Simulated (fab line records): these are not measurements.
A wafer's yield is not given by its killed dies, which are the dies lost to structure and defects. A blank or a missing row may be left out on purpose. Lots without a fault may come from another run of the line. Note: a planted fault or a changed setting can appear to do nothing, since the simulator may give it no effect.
Chamber matching    flow n5Finfet    N5_FIN_SAQP_ETCH_51 on rieDiel-02: 4 sister chambers
The step etches SiARC in CF4, target depth 45.5 nm, time 75.8 s. 4 wafers are shown with their chamber, then 8 later ones without.

## WAFERS WITH THEIR CHAMBER
wafer   chamber  drypumpMotorCurrentA (A)
L081.4  2        4.9
L082.5  1        5.7
L082.6  0        6.2
L088.3  3        5.8

## WAFERS WITHOUT THEIR CHAMBER
wafer   drypumpMotorCurrentA (A)
L088.5  4.8
L088.6  5.8
L089.2  6.2
L089.4  4.9
L089.5  5.7
L094.1  4.9
L094.2  5.8
L094.6  6.2

## THE CHAMBER EACH PASSED THROUGH
wafer   from the rows above  in truth
L088.5  2                    2
L088.6  3                    3
L089.2  0                    0
L089.4  2                    2
L089.5  1                    1
L094.1  2                    2
L094.2  3                    3
L094.6  0                    0
Correct placement for 8 of the 8. Number that these rows cannot place: 0. Number placed wrongly: 0.
How it was worked out, from the rows above alone: a wafer's distance from a chamber is the root of the sum, over the readings, of the square of ((its reading less the chamber's mean) divided by the reading's scatter). The wafer belongs to the nearest chamber; if the next one is less than 2 further off, it can't be placed. For every chamber, the mean is computed from those of its wafers that are shown. The scatter: with one shown wafer a chamber, the root of the mean of the squares of how far each hidden wafer lies from its nearest shown one.
